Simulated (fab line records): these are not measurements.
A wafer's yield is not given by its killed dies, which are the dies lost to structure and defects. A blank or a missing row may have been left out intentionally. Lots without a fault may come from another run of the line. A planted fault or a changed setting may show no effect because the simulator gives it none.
Which tool did it?	flow n5_finfet	11 lots, 32 wafers sampled, at 3 steps of a route of 1938

== WHAT EACH GAUGE READ, for each wafer ==
N5_WELL_APT_INSPECT_10: inspects for defects (macro).
lot	measured	on	raw_defect_count
L831	day 2 13:37	defect_inspect-01	3 4 1
L832	day 2 20:02	defect_inspect-01	0 1 6
L833	day 3 01:52	defect_inspect-01	0 3 1
L834	day 3 07:37	defect_inspect-01	4 1 2
L835	day 3 13:44	defect_inspect-02	4 2 2
L838	day 4 07:59	defect_inspect-02	4 4 4
L841	day 5 01:50	defect_inspect-02	4 1 2
L844	day 5 19:57	defect_inspect-01	1 3
L847	day 6 13:37	defect_inspect-02	2 0 4
L849	day 7 01:53	defect_inspect-01	2 2 2
L850	day 7 07:38	defect_inspect-01	3 2 5

== EACH LOT AND THE TOOL THAT RAN IT (in order: tool; ch and the chambers of the sampled wafers; start) ==
lot	N5_ZERO_LAYER_DESCUM_16	N5_WELL_APT_COAT_02
L831	rie_diel-03 ch 0,1, day 2 12:41	litho_track-02 ch 0, day 2 13:17
L832	rie_diel-05 ch 0,1,3, day 2 18:59	litho_track-02 ch 0, day 2 19:35
L833	rie_diel-03 ch 0,3, day 3 00:48	litho_track-03 ch 0, day 3 01:26
L834	rie_diel-06 ch 0,1, day 3 06:41	litho_track-02 ch 0, day 3 07:17
L835	rie_diel-06 ch 0,1,2, day 3 12:49	litho_track-03 ch 0, day 3 13:25
L838	rie_diel-06 ch 0,3, day 4 06:55	litho_track-02 ch 0, day 4 07:32
L841	rie_diel-05 ch 0,1,3, day 5 00:54	litho_track-03 ch 0, day 5 01:30
L844	rie_diel-03 ch 0,1, day 5 18:54	litho_track-05 ch 0, day 5 19:31
L847	rie_diel-06 ch 0,1, day 6 12:41	litho_track-05 ch 0, day 6 13:17
L849	rie_diel-05 ch 0,1,2, day 7 00:57	litho_track-05 ch 0, day 7 01:34
L850	rie_diel-05 ch 0,1, day 7 06:43	litho_track-02 ch 0, day 7 07:19
- N5_ZERO_LAYER_DESCUM_16: chemistry O2, time 7.9 s.
- N5_WELL_APT_COAT_02: resist thk 950 nm.

== THE ANSWER, worked out from the rows above alone ==
Rule: the lots themselves supply what counts as usual. Put in order of their means at a reading, lots are off if they are a third of the lots or fewer, leave a main group of 4 or more, and stand apart from it by a gap of 3 or more times the standard deviation of the main group's means; of several such gaps the widest counts. If all means in a main group match to the digits the tables above print for the reading, that group is not used. A lot without any number at a reading at which 4 lots or more have one is off too. Any other lot the step has rows for is counted as sound.
None of the lots is off at any reading shown; this tells nothing.

== WHAT THE SIMULATOR PUT IN ==
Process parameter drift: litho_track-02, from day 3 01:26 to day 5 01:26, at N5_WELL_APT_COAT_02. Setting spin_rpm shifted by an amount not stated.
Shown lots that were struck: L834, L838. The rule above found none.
